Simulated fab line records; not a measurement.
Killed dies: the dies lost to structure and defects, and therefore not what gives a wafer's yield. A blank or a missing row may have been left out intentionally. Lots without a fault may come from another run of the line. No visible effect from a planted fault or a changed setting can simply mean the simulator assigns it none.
fab line records ; flow nandHarc ; part 2 of 2: steps 20 to 32 of 32
record lots=5; wafers=15; lastDay=33
route steps=1302 shown P_GATE@141
lots that met no fault: from a run of the same line without faults
startH: hours from the record's opening day to when the first of the lot's shown wafers began ; waitH: hours from the lot's prior step to this one ; " the same as in the row above ; L1.1+2: a single row standing in for several wafers ; - either no value or no given start ; * or withheld: withheld ; < > ~ a bound
route shown NAME@n: names a module that has steps shown in the file, with the first one's number in the route ; usual: the fault-free wafers' mean and standard deviation ; same: alike in all rows ; chamber/n: place in a boat ; sites: per-site readings ; _std_site: their standard deviation ; _edge_site: outer sites' mean less inner sites' ; radiusMm: for every site, how far away it sits from the centre of the wafer ; mask NAME#n: copy n ; behind: the most recent tool/chamber to have shaped the wafer ; hold: what put the lot on hold/how long, in hours/how the hold closed ; device: whichever transistor did not switch (one of n, p or np) ; end of line: tests run on the same wafers once the route is complete ; a step without rows: its recipe alone ; killed: not the wafer's yield, but the dies lost to structure and defects at the first sort ; map: shows each die of a wafer: x if killed, . if not, _ if none is there
set.NAME: the setting that was run; set.NAME@STEP: the one run at that earlier step ; model.NAME: the simulator's own value behind a step, which no gauge read
lots at some steps of the route; a table a step, a row a wafer
services: a tool's chamber out of use, with start hour (startH, from the record's first day; less than 0 if before it), hours out, and reason
## steps
# step NHARC_P_GATE_PRECLEAN_99
# recipe timeS=*; tempC=50; bathAgeMin=0; chemistry=SC1
# same bathAgeMin=0
lot.wafer;tool;chamber;startH;waitH
L086.3+2+1;wetBench-09;7,0,4;-;-
L090.3+5+2;wetBench-09;2,3,6;-;-
L093.2+1+6;wetBench-02;3,4,0;-;-
L096.1+4+3;wetBench-01;2,4,7;-;-
L097.1+2+5;wetBench-02;2,4,6;-;-
# step NHARC_P_GATE_SRD_100
lot.wafer;tool;chamber;startH;waitH
L086.3+2+1;wetBench-09;7,0,4;-;-
L090.3+5+2;wetBench-09;2,3,6;-;-
L093.2+1+6;wetBench-02;3,4,0;-;-
L096.1+4+3;wetBench-01;2,4,7;-;-
L097.1+2+5;wetBench-02;2,4,6;-;-
# step NHARC_P_GATE_DEHYDRATE_38
# recipe tempC=150; timeS=120
# usual plateTempC=150.01/0.16
lot.wafer;tool;chamber;startH;waitH;plateTempC
L086.1;lithoTrack-05;0;227.49;-;149.99
L086.2;lithoTrack-05;0;227.49;-;150.02
L086.3;lithoTrack-05;0;227.49;-;149.90
L090.2;lithoTrack-07;0;272.35;-;149.91
L090.3;lithoTrack-07;0;272.35;-;150.03
L090.5;lithoTrack-07;0;272.35;-;149.93
L093.1;lithoTrack-02;0;299.91;-;149.86
L093.2;lithoTrack-02;0;299.91;-;149.91
L093.6;lithoTrack-02;0;299.91;-;149.91
L096.1;lithoTrack-05;0;331.66;-;149.83
L096.3;lithoTrack-05;0;331.66;-;149.76
L096.4;lithoTrack-05;0;331.66;-;150.11
L097.1;lithoTrack-05;0;338.04;-;149.81
L097.2;lithoTrack-05;0;338.04;-;150.08
L097.5;lithoTrack-05;0;338.04;-;150.01
# step NHARC_P_GATE_HMDS_39
# recipe timeS=30
lot.wafer;tool;chamber;startH;waitH
L086.1+2+3;lithoTrack-05;0;-;-
L090.2+3+5;lithoTrack-07;0;-;-
L093.1+2+6;lithoTrack-02;0;-;-
L096.1+3+4;lithoTrack-05;0;-;-
L097.1+2+5;lithoTrack-05;0;-;-
# step NHARC_P_GATE_COAT_40
# recipe spinRpm=3000
# usual spinSpeedRpm=3000.5/2.1
lot.wafer;tool;chamber;startH;waitH;spinSpeedRpm
L086.1;lithoTrack-05;0;-;-;2998.5
L086.2;lithoTrack-05;0;-;-;3006.8
L086.3;lithoTrack-05;0;-;-;2999.6
L090.2;lithoTrack-07;0;-;-;3000.9
L090.3;lithoTrack-07;0;-;-;3000.0
L090.5;lithoTrack-07;0;-;-;2998.9
L093.1;lithoTrack-02;0;-;-;3003.2
L093.2;lithoTrack-02;0;-;-;2999.5
L093.6;lithoTrack-02;0;-;-;3000.7
L096.1;lithoTrack-05;0;-;-;2998.9
L096.3;lithoTrack-05;0;-;-;2998.8
L096.4;lithoTrack-05;0;-;-;2998.1
L097.1;lithoTrack-05;0;-;-;2998.1
L097.2;lithoTrack-05;0;-;-;2999.7
L097.5;lithoTrack-05;0;-;-;3001.3
# step NHARC_P_GATE_SOFTBAKE_41
# recipe tempC=122; timeS=95
# usual plateTempC=122.01/0.14
lot.wafer;tool;chamber;startH;waitH;plateTempC
L086.1;lithoTrack-05;0;-;-;122.11
L086.2;lithoTrack-05;0;-;-;122.04
L086.3;lithoTrack-05;0;-;-;122.22
L090.2;lithoTrack-07;0;-;-;122.11
L090.3;lithoTrack-07;0;-;-;121.98
L090.5;lithoTrack-07;0;-;-;121.97
L093.1;lithoTrack-02;0;-;-;122.04
L093.2;lithoTrack-02;0;-;-;121.92
L093.6;lithoTrack-02;0;-;-;121.98
L096.1;lithoTrack-05;0;-;-;121.95
L096.3;lithoTrack-05;0;-;-;121.87
L096.4;lithoTrack-05;0;-;-;122.17
L097.1;lithoTrack-05;0;-;-;121.95
L097.2;lithoTrack-05;0;-;-;121.79
L097.5;lithoTrack-05;0;-;-;121.90
# step NHARC_P_GATE_EBR_42
lot.wafer;tool;chamber;startH;waitH
L086.1+2+3;lithoTrack-05;0;-;-
L090.2+3+5;lithoTrack-07;0;-;-
L093.1+2+6;lithoTrack-02;0;-;-
L096.1+3+4;lithoTrack-05;0;-;-
L097.1+2+5;lithoTrack-05;0;-;-
# step NHARC_P_GATE_EXPOSE_43
# recipe na=0.6; targetCdNm=720; doseMj=14.81; maskId=P_NSD
# usual stageVelMmS=499.97/0.27
lot.wafer;tool;chamber;startH;waitH;mask;stageVelMmS
L086.1;krfScanner-01;0;227.76;-;P_NSD#0;500.13
L086.2;krfScanner-01;0;227.76;-;P_NSD#0;500.03
L086.3;krfScanner-01;0;227.76;-;P_NSD#0;499.76
L090.2;krfScanner-04;0;272.62;-;P_NSD#0;499.90
L090.3;krfScanner-04;0;272.62;-;P_NSD#0;499.78
L090.5;krfScanner-04;0;272.62;-;P_NSD#0;499.77
L093.1;krfScanner-04;0;300.18;-;P_NSD#0;499.69
L093.2;krfScanner-04;0;300.18;-;P_NSD#0;499.67
L093.6;krfScanner-04;0;300.18;-;P_NSD#0;499.85
L096.1;krfScanner-04;0;331.81;-;P_NSD#0;499.72
L096.3;krfScanner-04;0;331.81;-;P_NSD#0;500.14
L096.4;krfScanner-04;0;331.81;-;P_NSD#0;500.17
L097.1;krfScanner-04;0;338.18;-;P_NSD#0;500.36
L097.2;krfScanner-04;0;338.18;-;P_NSD#0;500.18
L097.5;krfScanner-04;0;338.18;-;P_NSD#0;500.38
# step NHARC_P_GATE_PEB_44
# recipe pebTempC=118; pebTimeS=85
# usual plateTempC=117.97/0.13
lot.wafer;tool;chamber;startH;waitH;plateTempC
L086.1;lithoTrack-07;0;227.83;0.1;117.86
L086.2;lithoTrack-07;0;227.83;0.1;117.95
L086.3;lithoTrack-07;0;227.83;0.1;118.00
L090.2;lithoTrack-05;0;272.68;0.1;117.95
L090.3;lithoTrack-05;0;272.68;0.1;118.08
L090.5;lithoTrack-05;0;272.68;0.1;118.03
L093.1;lithoTrack-07;0;300.25;0.1;117.88
L093.2;lithoTrack-07;0;300.25;0.1;117.94
L093.6;lithoTrack-07;0;300.25;0.1;117.87
L096.1;lithoTrack-07;0;331.88;0.1;118.16
L096.3;lithoTrack-07;0;331.88;0.1;118.02
L096.4;lithoTrack-07;0;331.88;0.1;118.10
L097.1;lithoTrack-02;0;338.25;0.1;117.98
L097.2;lithoTrack-02;0;338.25;0.1;118.20
L097.5;lithoTrack-02;0;338.25;0.1;118.02
# step NHARC_P_GATE_DEVELOP_45
# recipe timeS=70
lot.wafer;tool;chamber;startH;waitH
L086.1+2+3;lithoTrack-07;0;-;-
L090.2+3+5;lithoTrack-05;0;-;-
L093.1+2+6;lithoTrack-07;0;-;-
L096.1+3+4;lithoTrack-07;0;-;-
L097.1+2+5;lithoTrack-02;0;-;-
# step NHARC_P_GATE_CD_MEAS_46
# recipe targetCdNm=720; landingEnergyEv=500
# usual cdNm=719.1/2.1
lot.wafer;tool;chamber;startH;waitH;cdNm
L086.1;cdSem-01;0;227.92;-;719.7
L086.2;cdSem-01;0;227.92;-;721.9
L086.3;cdSem-01;0;227.92;-;719.0
L090.2;cdSem-01;0;272.77;-;722.7
L090.3;cdSem-01;0;272.77;-;718.2
L090.5;cdSem-01;0;272.77;-;723.2
L093.1;cdSem-03;0;300.35;-;717.4
L093.2;cdSem-03;0;300.35;-;715.7
L093.6;cdSem-03;0;300.35;-;717.6
L096.1;cdSem-02;0;331.97;-;718.9
L096.3;cdSem-02;0;331.97;-;719.0
L096.4;cdSem-02;0;331.97;-;720.6
L097.1;cdSem-03;0;338.34;-;720.1
L097.2;cdSem-03;0;338.34;-;716.7
L097.5;cdSem-03;0;338.34;-;718.5
# step NHARC_P_GATE_HARDBAKE_47
# recipe tempC=125; timeS=80
# usual plateTempC=124.99/0.14
lot.wafer;tool;chamber;startH;waitH;plateTempC
L086.1;lithoTrack-05;0;228.00;-;125.17
L086.2;lithoTrack-05;0;228.00;-;125.03
L086.3;lithoTrack-05;0;228.00;-;125.14
L090.2;lithoTrack-02;0;272.85;-;124.76
L090.3;lithoTrack-02;0;272.85;-;124.84
L090.5;lithoTrack-02;0;272.85;-;124.83
L093.1;lithoTrack-02;0;300.45;-;124.94
L093.2;lithoTrack-02;0;300.45;-;125.05
L093.6;lithoTrack-02;0;300.45;-;124.89
L096.1;lithoTrack-07;0;332.05;-;125.02
L096.3;lithoTrack-07;0;332.05;-;124.86
L096.4;lithoTrack-07;0;332.05;-;124.93
L097.1;lithoTrack-07;0;338.42;-;124.88
L097.2;lithoTrack-07;0;338.42;-;125.23
L097.5;lithoTrack-07;0;338.42;-;125.01
# step NHARC_P_GATE_DESCUM_48
# recipe timeS=3; o2FlowSccm=200; arFlowSccm=0; biasPowerW=0; chemistry=O2
# usual drypumpMotorCurrentA=5.8/0.66; mfcArSccm=0.009/0.01; oesProductAu=0.998/0.009; rfVppV=57.9/0.79; showerheadPlenumPTorr=1.88/0.065; throttleValvePct=11.311/0.0096
# same biasPowerW=0
lot.wafer;tool;chamber;startH;waitH;drypumpMotorCurrentA;mfcArSccm;oesProductAu;rfHoursCounterH;rfVppV;showerheadPlenumPTorr;throttleValvePct
L086.1;rieDiel-04;3;228.08;-;6.6;0;0.994;1.9;57.5;1.88;11.306
L086.2;rieDiel-04;1;228.08;-;5.7;0;0.980;1.7;56.8;1.80;11.317
L086.3;rieDiel-04;2;228.08;-;5.8;0.011;0.993;2.0;59.2;1.98;11.305
L090.3;rieDiel-09;3;272.94;-;5.2;0.026;0.992;5.5;57.6;1.88;11.313
L090.2;rieDiel-09;0;272.94;-;4.9;0;0.997;5.4;56.7;1.79;11.328
L090.5;rieDiel-09;2;272.94;-;6.3;0.021;0.995;-;58.3;1.95;11.315
L093.1;rieDiel-12;3;300.54;-;5.9;0;0.982;1.4;58.2;1.79;11.316
L093.2;rieDiel-12;0;300.54;-;6.6;0.003;0.997;1.1;58.1;1.98;11.289
L093.6;rieDiel-12;3;300.54;-;5.9;0;0.980;-;57.7;1.79;11.306
L096.1;rieDiel-12;1;332.13;-;4.7;0;0.994;2.5;58.8;1.78;11.314
L096.4;rieDiel-12;2;332.13;-;6.7;0.011;0.986;2.9;58.1;1.86;11.310
L096.3;rieDiel-12;0;332.13;-;6.6;0.003;0.994;2.7;58.8;1.98;11.315
L097.2;rieDiel-09;3;338.50;-;5.2;0.026;1.012;0.1;56.8;1.87;11.313
L097.1;rieDiel-09;2;338.50;-;6.3;0.021;0.976;0.1;58.6;1.95;11.316
L097.5;rieDiel-09;0;338.50;-;4.9;0;1.006;-;57.7;1.79;11.334
## services
tool;chamber;startH;hours;kind
rieSi-01;-;193.00;9.0;pm
rieSi-01;1;210.43;26.6;repair
krfScanner-04;-;211.18;2.6;repair
aldSin-01;-;218.39;10.0;pm
lithoTrack-02;-;227.00;7.0;pm
aldSin-03;-;229.34;0.4;repair
rieDiel-04;2;232.60;11.0;repair
rieDiel-09;2;233.44;7.4;repair
wetBench-02;-;244.05;8.0;pm
rieSi-06;-;249.00;9.0;pm
lithoTrack-07;-;251.00;7.0;pm
krfScanner-01;-;264.79;0.4;repair
rieSi-06;0;266.98;13.7;repair
rieDiel-12;-;268.40;9.0;pm
wetBench-01;-;277.60;8.0;pm
aldSin-01;0;286.06;9.4;repair
rieDiel-12;0;288.66;8.2;repair
rieDiel-04;3;294.22;8.4;repair
rieSi-06;1;296.06;4.1;repair
rieDiel-04;0;298.58;8.8;repair
lithoTrack-05;-;299.00;7.0;pm
rieDiel-09;0;309.45;8.7;repair
rieDiel-09;-;320.10;9.0;pm
rieDiel-09;1;334.70;35.7;repair
